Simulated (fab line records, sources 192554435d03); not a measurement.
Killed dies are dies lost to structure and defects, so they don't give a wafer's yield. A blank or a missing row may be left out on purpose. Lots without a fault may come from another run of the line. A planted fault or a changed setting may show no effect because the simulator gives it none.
Chamber matching | flow n5_finfet | N5_BEOL_M8_VIA_ETCH_34 on rie_diel-02: 4 sister chambers
The step etches SiCOH lowk in C4F6/O2, target depth 125.5 nm, time 50.5 s. 8 wafers are shown with their chamber, then 9 later ones without.

WAFERS WITH THEIR CHAMBER
wafer  | chamber | showerhead_plenum_p_Torr (Torr) | rf_vpp_V (V)
L084.2 | 1       | 3.03                            | 696
L084.5 | 0       | 2.76                            | 644
L083.3 | 3       | 2.91                            | 667
L083.5 | 0       | 2.75                            | 644
L083.6 | 1       | 3.03                            | 692
L085.2 | 2       | 2.72                            | 672
L085.4 | 3       | 2.91                            | 669
L085.5 | 2       | 2.72                            | 673

WAFERS WITHOUT THEIR CHAMBER
wafer  | showerhead_plenum_p_Torr (Torr) | rf_vpp_V (V)
L087.3 | 2.75                            | 645
L087.4 | 3.03                            | 693
L087.6 | 2.91                            | 667
L089.1 | 2.91                            | 668
L089.4 | 2.72                            | 672
L089.6 | 2.72                            | 673
L092.1 | 3.02                            | 693
L092.4 | 2.71                            | 672
L092.5 | 2.71                            | 671

WHICH CHAMBER EACH WENT THROUGH
wafer  | from the rows above | in truth
L087.3 | 0                   | 0
L087.4 | 1                   | 1
L087.6 | 3                   | 3
L089.1 | 3                   | 3
L089.4 | 2                   | 2
L089.6 | 2                   | 2
L092.1 | 1                   | 1
L092.4 | 2                   | 2
L092.5 | 2                   | 2
Placed correctly: 9 of 9. Can't be placed from these rows: 0. Placed wrongly: 0.
How it was worked out, from the rows above alone: a wafer's distance from a chamber is the root of the sum, over the readings, of the square of ((its reading less the chamber's mean) divided by the reading's scatter). The wafer belongs to the nearest chamber; if the next one is less than 2 further off, it can't be placed. A chamber's mean is the mean of its shown wafers. The scatter: the root of (the sum of the squares of (reading less its chamber's mean) over the shown wafers, divided by (wafers less chambers)).
